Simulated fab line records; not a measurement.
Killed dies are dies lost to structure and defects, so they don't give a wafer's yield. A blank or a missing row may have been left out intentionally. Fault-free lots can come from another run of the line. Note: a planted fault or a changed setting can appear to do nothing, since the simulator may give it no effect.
Lot-split experiment | flow n5Finfet | 7 lots, 21 wafers read, on a route of 1938 steps

== SPLIT DETAILS ==
At N5_BEOL_M9_COAT_05 (resist thk 90 nm), the setting spinRpm was moved away from the recipe's 1500 rpm on 10 of the 21 wafers read, by -9.5% to +11.0%. For the rest of the wafers, this setting stayed at what the recipe calls for.

== FROM THE SPLIT TO THE READING: what the file shows between them, 3 steps ==
- N5_BEOL_M9_EBR_07
- N5_BEOL_M9_SOFTBAKE_06: time 60 s
- N5_BEOL_M9_DESCUM_16: chemistry O2, time 7.9 s

== THE READING ==
CAR-ArF_of_BEOL_M9_COAT_05.thkNm (the simulator's own value, which no gauge read), in nm, at N5_BEOL_M9_ETCH_61 (etches SiARC in CF4, target depth 39 nm, time 65 s). There is no usual value for it anywhere in the file. Here, 11 wafers ran the recipe; their average is 55.3 nm with a standard deviation of 0.27 nm.

wafer  | tool, chamber at the split | spinRpm as run, rpm | against the recipe | CAR-ArF_of_BEOL_M9_COAT_05.thkNm, nm | against lot-mates on the recipe
L075.1 | lithoTrack-03, 0           | 1665                | +11.0%             | 51.2                                 | no lot-mate on the recipe
L075.2 | lithoTrack-03, 0           | 1665                | +11.0%             | 51                                   | no lot-mate on the recipe
L075.5 | lithoTrack-03, 0           | 1665                | +11.0%             | 51                                   | no lot-mate on the recipe
L079.2 | lithoTrack-02, 0           | 1500                | recipe             | 55                                   | -
L079.3 | lithoTrack-02, 0           | 1500                | recipe             | 55                                   | -
L079.4 | lithoTrack-02, 0           | 1500                | recipe             | 55                                   | -
L078.1 | lithoTrack-02, 0           | 1500                | recipe             | 55                                   | -
L078.2 | lithoTrack-02, 0           | 1500                | recipe             | 55.2                                 | -
L078.5 | lithoTrack-02, 0           | 1500                | recipe             | 55.6                                 | -
L085.1 | lithoTrack-02, 0           | 1614                | +7.6%              | 52.6                                 | -3.2
L085.5 | lithoTrack-02, 0           | 1614                | +7.6%              | 52.2                                 | -3.6
L085.6 | lithoTrack-02, 0           | 1500                | recipe             | 55.8                                 | -
L090.2 | lithoTrack-03, 0           | 1500                | recipe             | 55.4                                 | -
L090.5 | lithoTrack-03, 0           | 1601                | +6.7%              | 52.6                                 | -2.8
L090.6 | lithoTrack-03, 0           | 1601                | +6.7%              | 52.4                                 | -3.0
L096.1 | lithoTrack-04, 0           | 1358                | -9.5%              | 60.4                                 | +5.2
L096.4 | lithoTrack-04, 0           | 1500                | recipe             | 55.2                                 | -
L096.6 | lithoTrack-04, 0           | 1500                | recipe             | 55.2                                 | -
L097.1 | lithoTrack-02, 0           | 1452                | -3.2%              | 56.8                                 | +1.2
L097.2 | lithoTrack-02, 0           | 1452                | -3.2%              | 56.8                                 | +1.2
L097.4 | lithoTrack-02, 0           | 1500                | recipe             | 55.6                                 | -

THE FIT
A straight line over all 21 wafers: CAR-ArF_of_BEOL_M9_COAT_05.thkNm changes by -0.421 nm for each +1% of spinRpm; r = -0.99; the points scatter about the line by 0.36 nm.
The same after taking each lot's own level away (the mean of its wafers on the recipe; 18 wafers): -0.469 nm for each +1%; r = -0.99; scatter 0.27 nm.
That fit puts the effect of the largest move of spinRpm on the reading at 5.2 nm.
From 55.00 to 55.80 nm: that is the span of the lots' own levels, equal to 2.9 times the standard deviation above.
So the slope is not independent of the lot-to-lot level: the two fits are not the same.
Check: +4.04 nm against its lot-mates is what the line predicts for one of the wafers moved furthest among these (-9.5%) when that wafer is left out of the fit. Against them it came out at +5.2 nm.

== ADDITIONAL SPLITS CARRIED BY THESE WAFERS ==
Before the reading, these wafers also passed through other splits. Each is held against what the fit with the lots' levels taken away leaves over:
other split on the same wafers | wafers away from the commonest value | r with CAR-ArF_of_BEOL_M9_COAT_05.thkNm (lot level and that fit taken away)
N5_BEOL_M8_COAT_71 spinRpm     | 3                                    | -0.27

== THE WHOLE CHAIN: every reading that the file lists as answering this split, in the file's order ==
step               | what it does                                       | reading                                                                           | change (the file's fit)               | r (the file's)
N5_BEOL_M9_COAT_05 | resist thk 90 nm                                   | CAR-ArF_of_BEOL_M9_COAT_05.thkNm (the simulator's own value, which no gauge read) | -0.472 nm for each +1% of the setting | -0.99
N5_BEOL_M9_ETCH_61 | etches SiARC in CF4, target depth 39 nm, time 65 s | CAR-ArF_of_BEOL_M9_COAT_05.thkNm (the simulator's own value, which no gauge read) | -0.485 nm for each +1% of the setting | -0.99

== THE FILE'S OWN FIT ==
CAR-ArF_of_BEOL_M9_COAT_05.thkNm changes by -0.485 nm for each +1% of spinRpm, r = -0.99.
